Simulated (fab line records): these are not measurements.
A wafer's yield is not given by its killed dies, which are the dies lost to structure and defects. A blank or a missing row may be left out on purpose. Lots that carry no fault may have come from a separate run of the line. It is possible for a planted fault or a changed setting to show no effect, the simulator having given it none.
fab line records ; flow n5Finfet
record: lots: 9; wafers: 24; lastDay: 17
route steps=1938 shown STI_FIN_REVEAL@199 DUMMY_GATE@235 BEOL_M4@1111 PASSIVATION@1936
lots that met no fault: taken from a fault-free run of the same line
startH: the number of hours between the record's first day and the start of the first shown wafer of the lot ; waitH: hours elapsed since this lot's preceding step ; " identical to the entry in the row above ; L1.1+2: a single row standing in for several wafers ; - no value present, or no start provided ; * or withheld: withheld ; < > ~ a bound
route shown NAME@n: names a module that has steps shown in the file, with the first one's number in the route ; usual: mean and standard deviation over wafers with no fault ; same: alike in all rows ; chamber/n: place in a boat ; sites: readings site by site ; _std_site: how widely they spread, as a standard deviation ; _edge_site: the outer-site mean with the inner-site mean subtracted ; radiusMm: for every site, how far away it sits from the centre of the wafer ; mask NAME#n: copy n ; behind: the tool/chamber that last shaped the wafer ; hold: what put the lot on hold/how long, in hours/how the hold closed ; device: the n, p or np transistor that did not switch ; end of line: the route-end tests of the same wafers ; for a step that has no rows: nothing shown but its recipe ; killed: dies that structure and defects cost at the first sort, which is not the same as the wafer's yield ; map: a wafer's dies, x killed, . not, _ none there
set.NAME: the run value of the setting; set.NAME@STEP: its run value at that earlier step ; model.NAME: the simulator's own value behind a step, which no gauge read
one table for each step of the route and one row for each wafer, over a sample of lots
services: from which hour (startH, from the record's first day; less than 0 if before it) a tool's chamber was out of use, for how many hours, and why
== steps ==
step: N5_STI_FIN_REVEAL_ETCH_34
recipe: chemistry: H2; mode: isotropic; material: Si; target: Si; targetDepthA: 9.7; tempC: 20; pressureMtorr: 4.5; icpW: 300; biasW: 0; h2FlowSccm: 7.5; heFlowSccm: 142.5
usual: chamberPressureMTorr: 4.500/0.004; drypumpMotorCurrentA: 5.7/0.47; heBacksideLeakSccm: 2.8/0.43; oesProductAu: 1.004/0.012; throttleValvePct: 25.7/0.42
same: biasW: 0
lot.wafer;tool;chamber;startH;waitH;chamberPressureMTorr;drypumpMotorCurrentA;heBacksideLeakSccm;oesProductAu;rfHoursCounterH;throttleValvePct
L785.2;rieSi-01;2;41.75;0.1;4.499;5.7;2.4;1.010;110;25.8
L785.5;rieSi-01;2;41.75;0.1;4.502;5.6;2.5;1.008;-;25.8
L785.6;rieSi-01;1;41.75;0.1;4.496;5.3;2.6;0.993;-;25.3
L787.2;rieSi-05;0;56.65;0.1;4.498;6.2;2.4;0.997;67;25.4
L787.4;rieSi-05;2;56.65;0.1;4.504;5.6;3.0;0.980;167;25.9
L787.6;rieSi-05;3;56.65;0.1;4.500;5.0;2.1;0.984;-;26.5
L793.1;rieSi-05;3;91.33;0.2;4.487;4.9;2.3;0.971;9;26.5
L793.3;rieSi-05;2;91.33;0.2;4.503;5.6;2.9;0.996;167;25.9
L793.4;rieSi-05;1;91.33;0.2;4.501;6.4;3.3;1.024;107;25.8
L794.1;rieSi-05;2;97.39;0.2;4.499;5.6;3.1;0.995;168;25.9
L794.2;rieSi-05;1;97.39;0.2;4.497;6.5;3.3;1.022;107;25.8
L794.4;rieSi-05;0;97.39;0.2;4.491;6.2;2.3;0.994;-;25.4
L796.4;rieSi-05;0;117.36;0.1;4.504;6.2;2.4;1.003;68;25.3
L796.5;rieSi-05;1;117.36;0.1;4.497;6.5;3.4;1.031;-;25.8
L798.4;rieSi-01;1;123.79;0.1;4.498;5.3;2.6;1.003;105;25.3
L798.5;rieSi-01;2;123.79;0.1;4.495;5.6;2.9;1.009;-;25.7
L798.6;rieSi-01;1;123.79;0.1;4.500;5.3;2.6;0.998;-;25.3
L799.2;rieSi-05;3;127.87;0.1;4.505;4.9;2.2;0.981;9;26.5
L799.6;rieSi-05;0;127.87;0.1;4.498;6.2;2.4;1.007;-;25.4
L801.2;rieSi-03;1;140.14;0.1;4.497;6.6;3.5;0.992;69;25.9
L801.5;rieSi-03;1;140.14;0.1;4.501;6.6;3.4;0.998;-;25.9
L801.6;rieSi-03;0;140.14;0.1;4.501;5.0;2.7;0.994;-;26.0
L807.4;rieSi-03;1;175.63;0.1;4.497;6.6;3.5;0.992;70;25.9
L807.6;rieSi-03;1;175.63;0.1;4.499;6.6;3.5;0.990;-;26.0
step: N5_STI_FIN_REVEAL_OXIDATION_31
recipe: chemistry: O2_PLASMA_REMOTE; tempC: 150; timeS: 20; pressureMtorr: 1000; sourcePowerW: 2000; o2FlowSccm: 3000
usual: drypumpMotorCurrentA: 5.6/0.44; heaterPowerW: 146/12
lot.wafer;tool;chamber;startH;waitH;drypumpMotorCurrentA;heaterPowerW;rfHoursCounterH
L785.2;plasmaAsher-01;1;41.81;0.0;5.6;161;30
L785.5;plasmaAsher-01;1;41.81;0.0;5.6;159;-
L785.6;plasmaAsher-01;0;41.81;0.0;6.1;134;-
L787.2;plasmaAsher-01;0;56.71;0.0;6.1;132;32
L787.4;plasmaAsher-01;1;56.71;0.0;5.6;166;-
L787.6;plasmaAsher-01;0;56.71;0.0;6.1;129;-
L793.1;plasmaAsher-02;1;91.58;0.2;5.5;150;92
L793.3;plasmaAsher-02;0;91.58;0.2;4.8;144;-
L793.4;plasmaAsher-02;1;91.58;0.2;5.5;150;-
L794.1;plasmaAsher-02;1;97.57;0.2;5.5;148;93
L794.2;plasmaAsher-02;0;97.57;0.2;4.9;142;93
L794.4;plasmaAsher-02;0;97.57;0.2;4.9;144;-
L796.4;plasmaAsher-01;1;117.44;0.1;5.6;153;-
L796.5;plasmaAsher-01;1;117.44;0.1;5.7;159;-
L798.4;plasmaAsher-01;1;123.87;0.1;5.7;161;-
L798.5;plasmaAsher-01;0;123.87;0.1;6.1;131;-
L798.6;plasmaAsher-01;1;123.87;0.1;5.7;159;-
L799.2;plasmaAsher-02;0;127.93;0.0;4.9;144;100
L799.6;plasmaAsher-02;0;127.93;0.0;4.9;142;-
L801.2;plasmaAsher-02;1;140.20;0.0;5.5;151;103
L801.5;plasmaAsher-02;1;140.20;0.0;5.5;153;-
L801.6;plasmaAsher-02;0;140.20;0.0;4.8;142;-
L807.4;plasmaAsher-01;1;175.71;0.1;5.6;162;-
L807.6;plasmaAsher-01;1;175.71;0.1;5.6;163;-
step: N5_DUMMY_GATE_ETCH_29
recipe: chemistry: N2/H2; target: underlayer; targetDepthA: 130; ionEnergyEv: 200; pressureMtorr: 30; sourceW: 840; biasW: 150; n2FlowSccm: 200; h2FlowSccm: 200
usual: biasW: 150.0/0.41; chamberPressureMTorr: 29.997/0.025; drypumpMotorCurrentA: 6.0/0.52; oesProductAu: 0.79/0.085; rfVppV: 523.6/2.5; showerheadPlenumPTorr: 2.54/0.087; throttleValvePct: 17.81/0.27
lot.wafer;tool;chamber;startH;waitH;biasW;chamberPressureMTorr;drypumpMotorCurrentA;oesProductAu;rfHoursCounterH;rfVppV;showerheadPlenumPTorr;throttleValvePct
L785.2;rieDiel-02;1;53.33;0.0;149.5;30.039;5.4;0.80;124;525.2;2.56;17.77
L785.5;rieDiel-02;3;53.33;0.0;149.8;29.986;6.0;0.74;-;525.6;2.53;18.09
L785.6;rieDiel-02;2;53.33;0.0;149.7;29.995;6.2;0.67;-;519.7;2.39;17.93
L787.2;rieDiel-04;3;66.54;0.0;149.4;30.020;6.7;0.84;96;522.2;2.45;17.55
L787.4;rieDiel-04;0;66.54;0.0;149.5;30.045;6.1;0.74;-;527.4;2.66;18.09
L787.6;rieDiel-04;3;66.54;0.0;150.4;29.985;6.7;0.85;-;520.5;2.45;17.55
L793.1;rieDiel-01;2;103.88;0.0;-;-;-;-;-;-;-;-
L793.3;rieDiel-01;3;103.88;0.0;-;-;-;-;-;-;-;-
L793.4;rieDiel-01;1;103.88;0.0;-;-;-;-;-;-;-;-
L794.1;rieDiel-04;3;110.62;0.0;-;-;-;-;-;-;-;-
L794.2;rieDiel-04;0;110.62;0.0;-;-;-;-;-;-;-;-
L794.4;rieDiel-04;1;110.62;0.0;-;-;-;-;-;-;-;-
L796.4;rieDiel-04;3;127.53;0.0;149.9;29.968;6.7;0.82;114;521.4;2.44;17.57
L796.5;rieDiel-04;3;127.53;0.0;150.3;29.961;6.6;0.83;-;521.2;2.44;17.57
L798.4;rieDiel-01;1;134.74;0.0;150.1;29.997;6.4;0.89;28;525.8;2.58;17.86
L798.5;rieDiel-01;2;134.74;0.0;149.4;30.000;6.8;0.81;-;522.3;2.48;17.65
L798.6;rieDiel-01;3;134.74;0.0;150.3;29.994;6.3;0.74;-;524.0;2.51;17.38
L799.2;rieDiel-01;1;139.35;0.0;150.1;29.977;6.4;0.88;30;525.0;2.58;17.87
L799.6;rieDiel-01;2;139.35;0.0;150.1;29.981;6.8;0.80;-;522.5;2.48;17.66
L801.2;rieDiel-04;0;149.91;0.0;150.2;30.003;6.1;0.73;166;525.9;2.65;18.12
L801.5;rieDiel-04;3;149.91;0.0;150.5;30.011;6.7;0.81;-;521.9;2.44;17.59
L801.6;rieDiel-04;2;149.91;0.0;149.8;29.995;5.7;0.73;-;520.0;2.44;17.72
L807.4;rieDiel-01;1;185.25;0.0;149.6;30.001;6.4;0.86;44;524.5;2.57;17.88
L807.6;rieDiel-01;2;185.25;0.0;150.2;29.979;6.8;0.78;-;520.9;2.47;17.66
step: N5_DUMMY_GATE_ETCH_36
recipe: chemistry: CF4; target: SiARC; targetDepthA: 130; pressureMtorr: 40; sourceW: 545; biasW: 36; Ar_flow_sccm: 100; cf4FlowSccm: 100; ionEnergyEv: 80
usual: biasW: 35.99/0.11; cf4FlowSccm: 100.0/0.31; drypumpMotorCurrentA: 6.0/0.52; oesProductAu: 0.79/0.086; rfVppV: 184.0/1.2; showerheadPlenumPTorr: 2.14/0.065; throttleValvePct: 15.54/0.23
lot.wafer;tool;chamber;startH;waitH;biasW;cf4FlowSccm;drypumpMotorCurrentA;oesProductAu;rfHoursCounterH;rfVppV;showerheadPlenumPTorr;throttleValvePct
L785.2;rieDiel-02;1;53.37;0.0;36.06;100.1;5.4;0.79;124;185.0;2.15;15.52
L785.5;rieDiel-02;3;53.37;0.0;35.89;99.6;6.0;0.73;-;185.0;2.15;15.91
L785.6;rieDiel-02;2;53.37;0.0;36.09;99.2;6.2;0.68;-;182.1;2.04;15.81
L787.2;rieDiel-04;3;66.58;0.0;35.98;100.4;6.7;0.85;96;184.2;2.09;15.36
L787.4;rieDiel-04;0;66.58;0.0;36.02;100.3;6.1;0.74;-;184.0;2.23;15.66
L787.6;rieDiel-04;3;66.58;0.0;35.85;100.2;6.7;0.85;-;182.2;2.09;15.37
L793.1;rieDiel-01;2;103.92;0.0;36.00;99.7;6.8;0.30;101;184.2;2.08;15.22
L793.3;rieDiel-01;3;103.92;0.0;35.86;100.2;6.3;0.29;156;183.3;2.13;15.28
L793.4;rieDiel-01;1;103.92;0.0;36.10;100.5;6.4;0.35;18;186.3;2.19;15.57
L794.1;rieDiel-04;3;110.66;0.0;36.03;99.8;6.7;0.31;109;184.1;2.08;15.39
L794.2;rieDiel-04;0;110.66;0.0;35.87;100.1;6.1;0.28;158;184.7;2.23;15.65
L794.4;rieDiel-04;1;110.66;0.0;36.07;100.1;5.0;0.35;10;183.7;2.18;15.40
L796.4;rieDiel-04;3;127.57;0.0;35.99;100.3;6.7;0.82;114;182.8;2.08;15.41
L796.5;rieDiel-04;3;127.57;0.0;36.11;99.8;6.7;0.82;-;183.3;2.08;15.42
L798.4;rieDiel-01;1;134.78;0.0;36.00;100.1;6.3;0.88;28;185.1;2.18;15.59
L798.5;rieDiel-01;2;134.78;0.0;35.95;99.8;6.8;0.80;-;183.0;2.08;15.25
L798.6;rieDiel-01;3;134.78;0.0;35.99;100.1;6.3;0.73;-;185.3;2.12;15.31
L799.2;rieDiel-01;1;139.39;0.0;35.94;99.6;6.4;0.88;30;183.7;2.18;15.59
L799.6;rieDiel-01;2;139.39;0.0;36.04;99.6;6.8;0.80;-;182.4;2.08;15.27
L801.2;rieDiel-04;0;149.95;0.0;35.91;99.5;6.1;0.72;166;183.9;2.22;15.69
L801.5;rieDiel-04;3;149.95;0.0;35.88;99.9;6.6;0.81;-;184.8;2.08;15.43
L801.6;rieDiel-04;2;149.95;0.0;36.02;100.0;5.7;0.72;-;183.9;2.06;15.49
L807.4;rieDiel-01;1;185.29;0.0;36.18;99.9;6.4;0.86;44;185.3;2.18;15.61
L807.6;rieDiel-01;2;185.29;0.0;35.93;99.7;6.8;0.79;-;181.1;2.07;15.31
step: N5_DUMMY_GATE_CD_MEAS_50
recipe: targetCdNm: 14
usual: cdNm: 13.8/0.46
lot.wafer;tool;chamber;startH;waitH;cdNm
L785.2;cdSem-02;-;53.64;0.0;14.1
L785.5;cdSem-02;-;53.64;0.0;13.3
L785.6;cdSem-02;-;53.64;0.0;14.7
L787.2;cdSem-01;-;66.85;0.0;14.8
L787.4;cdSem-01;-;66.85;0.0;14.2
L787.6;cdSem-01;-;66.85;0.0;14.3
L793.1;cdSem-02;-;104.19;0.0;-
L793.3;cdSem-02;-;104.19;0.0;-
L793.4;cdSem-02;-;104.19;0.0;-
L794.1;cdSem-03;-;111.09;0.0;-
L794.2;cdSem-03;-;111.09;0.0;-
L794.4;cdSem-03;-;111.09;0.0;-
L796.4;cdSem-03;-;127.98;0.0;12.9
L796.5;cdSem-03;-;127.98;0.0;12.9
L798.4;cdSem-03;-;135.07;0.0;13.5
L798.5;cdSem-03;-;135.07;0.0;13.6
L798.6;cdSem-03;-;135.07;0.0;13.3
L799.2;cdSem-03;-;139.82;0.0;13.7
L799.6;cdSem-03;-;139.82;0.0;13.6
L801.2;cdSem-03;-;150.27;0.0;14.1
L801.5;cdSem-03;-;150.27;0.0;13.3
L801.6;cdSem-03;-;150.27;0.0;13.2
L807.4;cdSem-02;-;185.70;0.0;14.4
L807.6;cdSem-02;-;185.70;0.0;12.7
step: N5_DUMMY_GATE_STRIP_41
recipe: chemistry: O2; powerW: 400; tempC: 40; pressureMtorr: 30; rfFrequencyHz: 6e+07; biasPowerW: 0; overashFraction: 0.3; o2FlowSccm: 225
usual: drypumpMotorCurrentA: 6.0/0.54; oesProductAu: 0.80/0.085; rfVppV: 3.7/0.45; showerheadPlenumPTorr: 2.10/0.063; throttleValvePct: 16.59/0.25
lot.wafer;tool;chamber;startH;waitH;drypumpMotorCurrentA;oesProductAu;rfHoursCounterH;rfVppV;showerheadPlenumPTorr;throttleValvePct
L785.2;rieDiel-02;3;53.73;0.0;6.0;0.72;137;4.8;2.12;17.05
L785.5;rieDiel-02;2;53.73;0.0;6.2;0.68;-;4.0;1.98;16.77
L785.6;rieDiel-02;3;53.73;0.0;6.0;0.72;-;3.6;2.12;17.03
L787.2;rieDiel-04;2;66.95;0.0;5.7;0.77;131;3.2;2.03;16.55
L787.4;rieDiel-04;3;66.95;0.0;6.7;0.84;-;3.7;2.04;16.42
L787.6;rieDiel-04;0;66.95;0.0;6.1;0.76;-;3.4;2.17;16.67
L793.1;rieDiel-01;0;104.29;0.0;5.1;0.94;12;3.9;2.07;16.29
L793.3;rieDiel-01;2;104.29;0.0;6.8;0.80;101;3.6;2.03;16.25
L793.4;rieDiel-01;3;104.29;0.0;6.2;0.76;156;4.0;2.11;16.47
L794.1;rieDiel-02;3;111.19;0.0;6.0;0.71;152;4.3;2.12;17.09
L794.2;rieDiel-02;1;111.19;0.0;5.4;0.76;143;3.0;2.07;16.41
L794.4;rieDiel-02;0;111.19;0.0;5.6;0.69;-;3.5;2.15;16.95
L796.4;rieDiel-02;2;128.07;0.0;6.2;1.00;0;3.8;2.24;16.37
L796.5;rieDiel-02;1;128.07;0.0;5.4;0.76;-;4.1;2.07;16.44
L798.4;rieDiel-04;2;135.24;0.0;5.7;0.75;-;3.4;2.03;16.60
L798.5;rieDiel-04;3;135.24;0.0;6.7;0.82;-;3.2;2.03;16.44
L798.6;rieDiel-04;1;135.24;0.0;5.0;0.91;-;4.1;2.17;16.73
L799.2;rieDiel-01;0;139.93;0.0;5.1;0.93;23;3.3;2.06;16.33
L799.6;rieDiel-01;2;139.93;0.0;6.8;0.81;-;3.3;2.03;16.30
L801.2;rieDiel-04;1;150.37;0.0;5.0;0.89;24;3.1;2.17;16.73
L801.5;rieDiel-04;0;150.37;0.0;6.0;0.74;-;3.9;2.16;16.69
L801.6;rieDiel-04;3;150.37;0.0;6.7;0.81;-;3.8;2.03;16.49
L807.4;rieDiel-02;2;185.80;0.0;6.2;0.90;-;3.6;2.23;16.42
L807.6;rieDiel-02;1;185.80;0.0;5.4;0.75;-;3.5;2.06;16.47
step: N5_BEOL_M4_RC_MEAS_101
usual: DIBL_N: 36.9/2.1; DIBL_P: 37.1/2.5; IOFF_N: 0.17/0.039; IOFF_P: 0.23/0.043; ION_N: 673/15; ION_P: 462/9.1; SS_N: 71.8/0.69; SS_P: 73.6/0.74; VT_N: 250/3.6; VT_P: -249.7/2.9
lot.wafer;tool;chamber;startH;waitH;DIBL_N[mV/V];DIBL_P[mV/V];IOFF_N[nA/um];IOFF_P[nA/um];ION_N[uA/um];ION_P[uA/um];SS_N[mV/dec];SS_P[mV/dec];VT_N[mV];VT_P[mV]
L785.2;prober-02;0;177.83;0.2;35.1;37.0;0.16;0.24;691;474;71.2;74.0;251;-247.6
L785.5;prober-02;0;177.83;0.2;36.0;36.9;0.15;0.23;666;459;71.7;73.6;253;-248.0
L785.6;prober-02;0;177.83;0.2;34.3;35.4;0.14;0.20;674;464;71.2;73.3;249;-248.0
L787.2;prober-01;0;180.79;0.2;33.5;33.0;0.12;0.17;677;465;70.8;72.1;254;-252.8
L787.4;prober-01;0;180.79;0.2;35.6;35.0;0.15;0.19;665;453;71.1;72.9;249;-252.3
L787.6;prober-01;0;180.79;0.2;35.8;35.6;0.14;0.19;667;452;70.7;73.2;251;-250.6
L796.4;prober-02;0;242.76;0.5;37.6;40.2;0.22;0.29;682;468;72.4;73.5;249;-247.1
L796.5;prober-02;0;242.76;0.5;35.9;36.7;0.16;0.21;663;455;72.2;73.3;254;-252.4
L798.4;prober-01;0;257.96;0.5;38.0;37.7;0.16;0.23;663;456;71.7;73.1;253;-248.8
L798.5;prober-01;0;257.96;0.5;36.4;35.8;0.13;0.19;664;461;70.7;73.1;257;-252.7
L798.6;prober-01;0;257.96;0.5;38.3;39.0;0.18;0.26;683;469;71.3;74.0;250;-245.5
L799.2;prober-02;0;259.98;0.2;39.5;38.7;0.20;0.21;673;460;72.6;74.1;250;-253.2
L799.6;prober-02;0;259.98;0.2;37.3;38.4;0.16;0.21;678;463;71.5;73.8;250;-253.3
L801.2;prober-01;0;267.39;0.2;39.1;39.0;0.23;0.26;689;473;72.1;73.4;244;-245.7
L801.5;prober-01;0;267.39;0.2;35.9;36.4;0.16;0.21;673;457;71.3;73.0;250;-250.8
L801.6;prober-01;0;267.39;0.2;40.5;42.4;0.25;0.31;701;476;72.7;74.5;246;-247.9
L807.4;prober-01;0;302.64;0.5;34.0;35.0;0.15;0.20;686;473;71.6;73.2;247;-249.2
L807.6;prober-01;0;302.64;0.5;39.7;42.6;0.27;0.35;712;485;73.2;75.6;242;-245.4
step: N5_PASSIVATION_PROBE_49
usual: defectLimitedYield: 91.3/1.4; killed_at_M0_to_M3: 32/9.5; killed_at_M4_up: 14/5.2; killedAtContacts: 13/5.7; killedAtFrontEnd: 41/12; killedAtOther: 3.5/2.6; killedDies: 103/17; killedOnRim: 14/4; killedOpen: 68/14; killedShort: 32/7; sort_bin_4_leakage: 0.01/0.051; sort_bin_5_function: 5.0/0.91; sort_bin_6_memory: 3.3/0.7; sort_bin_8_speed: 0.03/0.22; sortNPass: 1076/17; sortYieldPct: 91.2/1.4
same: grossDies: 1180; killedAtBackSide: 0
lot.wafer;tool;chamber;startH;waitH;defectLimitedYield[%];killed_at_M0_to_M3;killed_at_M4_up;killedAtContacts;killedAtFrontEnd;killedAtOther;killedDies;killedOnRim;killedOpen;killedShort;sort_bin_4_leakage[%];sort_bin_5_function[%];sort_bin_6_memory[%];sort_bin_8_speed[%];sortNPass;sortYieldPct[%]
L785.2;prober-02;-;274.03;0.1;92.4;30;24;8;28;0;90;10;69;20;0;5.0;2.3;0;1090;92.4
L785.5;prober-02;-;274.18;0.2;91.9;44;18;12;18;3;95;14;61;33;0;5.1;2.6;0;1085;91.9
L785.6;prober-02;-;274.23;0.3;93.1;32;13;11;24;2;82;12;51;27;0;4.1;2.5;0.08;1098;93.1
L794.1;prober-01;-;331.17;0.0;0;30;9;21;1120;0;1180;152;62;28;0;96.9;2.7;0;0;0
L794.2;prober-01;-;331.22;0.1;0;31;12;8;1126;3;1180;152;51;30;0;96.9;2.8;0;0;0
L794.4;prober-01;-;331.32;0.2;0;26;22;16;1109;7;1180;152;68;34;0;96.9;2.9;0;0;0
L793.1;prober-02;-;331.25;0.0;0;29;12;12;1122;5;1180;152;69;45;0;95.3;4.3;0;0;0
L793.3;prober-02;-;331.35;0.1;0;31;13;19;1115;2;1180;152;66;37;0;95.8;3.6;0;0;0
L793.4;prober-02;-;331.40;0.2;0;46;15;4;1106;9;1180;152;84;33;0;95.5;4.4;0;0;0
L796.4;prober-01;-;341.83;0.2;87.7;58;26;11;48;2;145;22;103;41;0;7.5;4.3;0;1035;87.7
L796.5;prober-01;-;341.88;0.2;90.0;41;9;14;53;1;118;16;87;30;0;6.0;3.5;0;1062;90.0
L798.4;prober-02;-;359.39;0.2;89.2;40;13;21;48;6;128;12;78;41;0;5.3;4.5;0;1052;89.2
L798.5;prober-02;-;359.44;0.2;88.1;40;11;21;62;7;141;22;84;54;0;6.2;5.0;0;1039;88.1
L798.6;prober-02;-;359.49;0.3;91.6;18;22;8;47;4;99;7;60;32;0;4.9;2.5;0;1081;91.6
L801.2;prober-02;-;364.78;0.1;93.0;30;8;7;34;4;83;8;42;40;0;3.5;3.1;0;1097;93.0
L801.5;prober-02;-;364.93;0.2;92.2;32;10;18;30;2;92;14;63;29;0;4.2;3.1;0;1088;92.2
L801.6;prober-02;-;364.98;0.3;92.2;35;13;10;29;5;92;12;54;36;0;5.2;2.2;0;1088;92.2
killed by level:class
L785.2 BEOL_M4:geometricParticle:open=14 BEOL_M3:geometricParticle:open=11 BEOL_M0_SAQP:geometricParticle:open=8 MOL_CONTACT_COAG:geometricParticle:open=6 STI_FIN_REVEAL:geometricParticle:open=5 DUMMY_GATE:geometricParticle:open=5 STARTING-WAFER:geometricParticle:short=4 GATE_CUT:geometricParticle:open=3
L785.5 BEOL_M1:geometricParticle:open=11 MOL_CONTACT_COAG:geometricParticle:open=10 BEOL_M4:geometricParticle:open=9 BEOL_M0_SAQP:geometricParticle:open=8 BEOL_M2:geometricParticle:open=6 BEOL_M2:geometricParticle:short=5 FIN_SAQP:geometricParticle:short=4 GATE_CUT:geometricParticle:short=4
L785.6 MOL_CONTACT_COAG:geometricParticle:open=9 BEOL_M2:geometricParticle:open=9 BEOL_M3:geometricParticle:open=7 BEOL_M4:geometricParticle:open=6 GATE_CUT:geometricParticle:open=5 BEOL_M0_SAQP:geometricParticle:short=4 STI_FIN_REVEAL:geometricParticle:short=3 GATE_CUT:geometricParticle:short=3
L794.1 DUMMY_GATE:areaEtch=1088 MOL_CONTACT_COAG:geometricParticle:open=16 BEOL_M0_SAQP:geometricParticle:short=9 BEOL_M0_SAQP:geometricParticle:open=8 STI_FIN_REVEAL:geometricParticle:open=7 BEOL_M2:geometricParticle:open=6 STI_FIN_REVEAL:geometricParticle:short=5 MOL_CONTACT_COAG:geometricParticle:short=5
L794.2 DUMMY_GATE:areaEtch=1098 FIN_SAQP:geometricParticle:short=11 BEOL_M0_SAQP:geometricParticle:open=8 MOL_CONTACT_COAG:geometricParticle:open=7 BEOL_M1:geometricParticle:open=7 BEOL_M0_SAQP:geometricParticle:short=6 FIN_SAQP:geometricParticle:open=5 BEOL_M4:geometricParticle:open=5
L793.1 DUMMY_GATE:areaEtch=1065 FIN_SAQP:geometricParticle:short=22 FIN_SAQP:geometricParticle:open=16 MOL_CONTACT_COAG:geometricParticle:open=11 BEOL_M4:geometricParticle:open=10 BEOL_M0_SAQP:geometricParticle:short=8 BEOL_M0_SAQP:geometricParticle:open=6 BEOL_M2:geometricParticle:open=5
L794.4 DUMMY_GATE:areaEtch=1077 MOL_CONTACT_COAG:geometricParticle:open=13 BEOL_M4:geometricParticle:open=10 STI_FIN_REVEAL:geometricParticle:open=9 BEOL_M0_SAQP:geometricParticle:short=6 FIN_SAQP:geometricParticle:short=5 BEOL_M0_SAQP:geometricParticle:open=5 GATE_CUT:geometricParticle:short=4
L793.3 DUMMY_GATE:areaEtch=1075 MOL_CONTACT_COAG:geometricParticle:open=17 BEOL_M4:geometricParticle:open=8 BEOL_M0_SAQP:geometricParticle:short=7 BEOL_M1:geometricParticle:open=7 FIN_SAQP:geometricParticle:short=6 FIN_SAQP:geometricParticle:open=6 BEOL_M3:geometricParticle:open=5
L793.4 DUMMY_GATE:areaEtch=1062 FIN_SAQP:geometricParticle:open=27 BEOL_M0_SAQP:geometricParticle:short=16 BEOL_M0_SAQP:geometricParticle:open=12 BEOL_M1:geometricParticle:open=8 BEOL_M4:geometricParticle:open=5 FIN_SAQP:geometricParticle:short=4 MOL_CONTACT_COAG:geometricParticle:open=4
L796.4 BEOL_M1:geometricParticle:open=14 FIN_SAQP:geometricParticle:open=13 MOL_CONTACT_COAG:geometricParticle:open=11 BEOL_M0_SAQP:geometricParticle:open=10 BEOL_M3:geometricParticle:open=10 GATE_CUT:geometricParticle:short=9 BEOL_M0:geometricParticle:open=7 BEOL_M5:geometricParticle:open=6
L796.5 BEOL_M1:geometricParticle:open=20 FIN_SAQP:geometricParticle:open=12 MOL_CONTACT_COAG:geometricParticle:open=12 STI_FIN_REVEAL:geometricParticle:open=11 GATE_CUT:geometricParticle:short=11 GATE_CUT:geometricParticle:open=11 BEOL_M0:geometricParticle:open=6 BEOL_M1:geometricParticle:short=4
L798.4 MOL_CONTACT_COAG:geometricParticle:open=20 BEOL_M0_SAQP:geometricParticle:short=17 FIN_SAQP:geometricParticle:open=9 HKMG_FIN:areaEtch=9 GATE_CUT:geometricParticle:open=8 BEOL_M0_SAQP:geometricParticle:open=7 BEOL_M0:geometricParticle:open=7 BEOL_M4:geometricParticle:open=7
L798.5 MOL_CONTACT_COAG:geometricParticle:open=14 FIN_SAQP:geometricParticle:open=13 FIN_SAQP:geometricParticle:short=12 BEOL_M0_SAQP:geometricParticle:short=10 BEOL_M0_SAQP:geometricParticle:open=10 GATE_CUT:geometricParticle:short=8 BEOL_M2:geometricParticle:open=8 MOL_CONTACT_COAG:geometricParticle:short=7
L798.6 BEOL_M4:geometricParticle:open=16 FIN_SAQP:geometricParticle:open=13 HKMG_FIN:areaEtch=7 GATE_CUT:geometricParticle:short=6 BEOL_M0_SAQP:geometricParticle:short=6 STI_FIN_REVEAL:geometricParticle:open=5 FIN_SAQP:geometricParticle:short=4 ILD0:geometricParticle:open=4
L801.2 BEOL_M0_SAQP:geometricParticle:short=10 STI_FIN_REVEAL:geometricParticle:open=7 BEOL_M0_SAQP:geometricParticle:open=7 BEOL_M2:geometricParticle:short=6 GATE_CUT:geometricParticle:short=4 STI_FIN_REVEAL:geometricParticle:short=4 MOL_CONTACT_COAG:geometricParticle:open=4 BEOL_M4:geometricParticle:open=4
L801.5 MOL_CONTACT_COAG:geometricParticle:open=15 BEOL_M0_SAQP:geometricParticle:open=13 BEOL_M0_SAQP:geometricParticle:short=8 FIN_SAQP:geometricParticle:short=6 FIN_SAQP:geometricParticle:open=4 STI_FIN_REVEAL:geometricParticle:open=4 BEOL_M1:geometricParticle:open=4 BEOL_M4:geometricParticle:open=4
L801.6 BEOL_M0_SAQP:geometricParticle:open=10 BEOL_M2:geometricParticle:short=8 MOL_CONTACT_COAG:geometricParticle:open=7 BEOL_M4:geometricParticle:open=7 STI_FIN_REVEAL:geometricParticle:open=6 BEOL_M0_SAQP:geometricParticle:short=6 BEOL_M1:geometricParticle:open=6 SPACER0:geometricParticle:short=5
== services ==
tool;chamber;startH;hours;kind
rieDiel-01;1;20.22;-;clean
rieDiel-01;1;20.22;-;consumableReplace:focusRing
rieDiel-01;1;20.22;26.8;scheduledDown
rieDiel-02;1;29.51;5.5;repair
rieDiel-01;3;31.66;14.4;repair
rieDiel-01;-;38.35;2.0;repair
rieSi-01;0;52.51;6.1;repair
rieDiel-04;1;55.56;-;clean
rieDiel-04;1;55.56;-;consumableReplace:focusRing
rieDiel-04;1;55.56;19.3;scheduledDown
rieDiel-04;1;55.56;19.3;ventCycle
rieSi-01;3;56.00;24.3;repair
rieDiel-02;3;63.87;10.9;repair
rieDiel-02;3;75.88;2.6;repair
plasmaAsher-01;-;90.85;2.3;repair
rieSi-05;3;96.32;5.7;repair
rieDiel-04;2;114.20;1.9;repair
rieDiel-04;-;131.63;0.8;repair
rieDiel-04;0;132.51;11.9;repair
rieDiel-02;1;156.55;15.9;repair
rieDiel-01;3;165.35;3.0;repair
rieSi-03;2;166.99;1.0;repair
rieSi-05;-;175.27;1.1;repair
rieSi-05;-;183.50;14.6;pm
== key ==
firstSign: step: N5_DUMMY_GATE_ETCH_29; reading: toolRecord; direction: missing
effect: step: N5_DUMMY_GATE_ETCH_36; reading: oesProductAu; direction: down; sigmas: 5.5; usual: 0.79; struck: 0.31
effect: step: N5_DUMMY_GATE_CD_MEAS_50; reading: cdNm; direction: missing
effect: step: N5_PASSIVATION_PROBE_49; reading: sort_bin_5_function; direction: up; sigmas: 99+; usual: 5.0; struck: 96.2
moreKillsBornAt: N5_DUMMY_GATE_ETCH_29@rieDiel-04: 3263; N5_DUMMY_GATE_ETCH_29@rieDiel-01: 3202
metAt N5_DUMMY_GATE_ETCH_29
struckLots L793,L794
laterRowsLeftOut L793.1,L793.3,L793.4,L794.1,L794.2,L794.4
notActingAt N5_STI_FIN_REVEAL_ETCH_34,N5_STI_FIN_REVEAL_OXIDATION_31,N5_DUMMY_GATE_STRIP_41
onsetBetween 66.54 103.88
fault: kind: skippedStepWhole; tool: rieDiel-01,rieDiel-04; chamber: -; onsetH: 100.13; steps: N5_DUMMY_GATE_ETCH_29; scope: struckLotsOnly
laterRowsLeftOut: the simulator's readings of these wafers behind a module that went badly wrong aren't trusted and aren't shown, but for the sort
